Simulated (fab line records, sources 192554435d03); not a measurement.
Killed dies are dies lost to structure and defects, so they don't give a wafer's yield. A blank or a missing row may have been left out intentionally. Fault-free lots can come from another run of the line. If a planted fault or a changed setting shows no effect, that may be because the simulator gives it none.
A struck lot beside a sound one ; flow n5Finfet ; 45 out of 1938 route steps
Sound: wafers L846.3, L846.4, L846.5. Struck: wafer L861.4. (L861.1, L861.2 of the same lot were not struck and are left out.) The cause comes at the end.
For every step that has rows: the tool of each side, followed by ch and its chambers, followed by its first start. Under that, the readings that differ: sound wafers ; struck wafers ; difference of the means ; sigmas: that difference in standard deviations of wafers without a fault.
alike: readings with means less than 2 such deviations apart, plus words and numbers identical on both sides. not compared: withheld readings, readings lacking a value on some wafer, bounds such as >300 that could conceal the same value, and numbers that have no deviation in the record and whose values overlap.
The two part at a step that has a row with sigmas, a row that says differs or no value, or rows on one side only. Numbers that don't overlap but have no deviation are shown without sigmas and don't part them. A reading that every wafer of one side lacks parts them only if that side has two wafers or more.

first, 11 steps without rows for these wafers: N5_BEOL_M4_DESCUM_33 (chemistry O2, time 7 s); N5_BEOL_M4_ETCH_77 (etches underlayer in N2/H2, target depth 6.5 nm, time 5.2 s); N5_BEOL_M4_ETCH_69 (etches SiARC in CF4, target depth 15.6 nm, time 26 s); N5_BEOL_M4_ALD_98 (deposits SiO2, target thk 2.5 nm, pulse time 1 s, co reactant pulse time 1 s); N5_BEOL_M4_ETCHBACK_99 (etches SiO2 in CHF3, target depth 5 nm, time 10.4 s); N5_BEOL_M4_ETCH_70 (etches SOC in N2/H2, target depth 80 nm, overetch 24 nm, time 130 s); N5_BEOL_M4_STRIP_71 (strips in N2/H2); N5_BEOL_M4_STRIP_78 (strips in N2/H2); N5_BEOL_M4_VIA_ETCH_34 (etches the open film in C4F6/O2, target depth 69.4 nm, time 65.9 s); N5_BEOL_M4_STRIP_83 (strips in C4F6/O2); N5_BEOL_M4_STRIP_36 (strips in N2/H2).
N5_BEOL_M4_TRENCH_ETCH_37: etches SiOC in C4F6/O2, target depth 55.555 nm, time 29.2 s.
  sound on rieDiel-03 ch 0,1,2, day 9 09:01; struck on rieDiel-03 ch 0, day 13 10:15
reading;sound;struck;difference;sigmas
showerheadPlenumPTorr (Torr);2.97 2.83 2.69;3.01;+0.18;+2
throttleValvePct (%);20.97 21.46 20.91;20.50;-0.61;-3
model.BEOL_M4.featureDepthNm (nm);56 57.2 55.6;29.4;-26.9;
model.etch.depthNm (nm);55.91 57.18 55.65;29.48;-26.77;
model.TiN_of_BEOL_M4_HM_DEP_02.thkNm (nm);17.8 17.8 17.6;18.6;+0.9;
  alike: drypumpMotorCurrentA, oesProductAu, rfVppV
  not compared: rfHoursCounterH
then, 2 steps without rows for these wafers: N5_BEOL_M4_ETCH_41 (etches SiCN in CH3F/O2, target depth 29.9 nm, time 52.5 s); N5_BEOL_M4_STRIP_97 (strips in N2/H2, time 10 s).
N5_BEOL_M4_OCD_MEAS_38:
  sound on ocd-02, day 9 09:11; struck on ocd-02, day 13 10:25
reading;sound;struck;difference;sigmas
trenchDepthNm (nm);56.0 57.0 55.8;29.9;-26.4;-26
then, 25 steps without rows for these wafers: N5_BEOL_M4_HM_STRIP_39 (strips TiN in peroxide tin strip, target depth 25 nm, time 158 s); N5_BEOL_M4_SRD_40 (time 30 s); N5_BEOL_M4_PRECLEAN_42 (cleans in residue remover, time 60 s); N5_BEOL_M4_SRD_43 (time 30 s); N5_BEOL_M4_DEGAS_44 (time 60 s); N5_BEOL_M4_PRE_CLEAN_45 (time 30 s); N5_BEOL_M4_ALD_84 (deposits TaN, pulse time 2 s, purge time 3 s, co reactant purge time 2 s); N5_BEOL_M4_SURFACE_TREAT_85; N5_BEOL_M4_CVD_47 (deposits Co from CCTBA/H2, target thk 3 nm, time 223.8 s); N5_BEOL_M4_SPUTTER_48 (material Cu, target thk 4.5 nm, time 8.29 s); N5_BEOL_M4_ANNEAL_49 (time 240 s); N5_BEOL_M4_SPUTTER_79 (material Cu, target thk 4.5 nm, time 8.29 s); N5_BEOL_M4_ANNEAL_80 (time 240 s); N5_BEOL_M4_SPUTTER_81 (material Cu, target thk 4.5 nm, time 8.29 s); N5_BEOL_M4_ANNEAL_82 (time 240 s); N5_BEOL_M4_SPUTTER_86 (material Cu, target thk 4.5 nm, time 8.29 s); N5_BEOL_M4_ANNEAL_87 (time 240 s); N5_BEOL_M4_SPUTTER_88 (material Cu, target thk 4.5 nm, time 8.29 s); N5_BEOL_M4_ANNEAL_89 (time 240 s); N5_BEOL_M4_SPUTTER_90 (material Cu, target thk 4.5 nm, time 8.29 s); N5_BEOL_M4_ANNEAL_91 (time 240 s); N5_BEOL_M4_SPUTTER_92 (material Cu, target thk 4.5 nm, time 8.29 s); N5_BEOL_M4_ANNEAL_93 (time 240 s); N5_BEOL_M4_SPUTTER_94 (material Cu, target thk 4.5 nm, time 8.29 s); N5_BEOL_M4_ANNEAL_95 (time 240 s).
N5_BEOL_M4_CMP_52: polishes, stops on SiOC, t overpolish 6.8 s, target thk 40 nm.
  sound on cmp-01 ch 0,2,3, day 9 13:02; struck on cmp-03 ch 2, day 13 13:52
reading;sound;struck;difference;sigmas
model.Cu_of_BEOL_M4_ECD_50.thkNm (nm);39.6 42 41.6;14.4;-26.7;
  alike: clearingPlatenDownForcePsi, clearingPlatenRpm, motorCurrentA
  not compared: padLifeWafers
N5_BEOL_M4_THK_MEAS_53: measures by xrf.
  sound on filmMetro-02, day 9 13:16; struck on filmMetro-02, day 13 14:09
reading;sound;struck;difference;sigmas
M4_THK (nm);39.1 41.8 41.4;14.2;-26.6;-18
N5_BEOL_M4_RS_MEAS_58: measures by four-point-probe.
  sound on filmMetro-01, day 9 13:33; struck on filmMetro-02, day 13 14:25
reading;sound;struck;difference;sigmas
M4_RS (ohm/sq);0.68 0.63 0.64;2.72;+2.07;+63
N5_BEOL_M4_RC_MEAS_101:
  the record has rows for the sound wafers here (prober-01 ch 0, day 9 13:55) and none for the struck ones
-- a jump in the record: the struck wafers' starts before and after are 4 days apart (it breaks off in module BEOL_M4 and resumes in module PASSIVATION, where the first step shown is number 1936 of the route) --
N5_PASSIVATION_PROBE_49:
  record: rows for the struck wafers here (prober-01, day 17 21:05), none for the sound ones

WHERE THEY PART
Last at N5_PASSIVATION_PROBE_49 as far as this record goes, first at N5_BEOL_M4_TRENCH_ETCH_37.

WHY: what the simulator had put in
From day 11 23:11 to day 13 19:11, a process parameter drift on rieDiel-03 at N5_BEOL_M4_TRENCH_ETCH_37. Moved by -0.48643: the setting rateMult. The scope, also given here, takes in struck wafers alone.
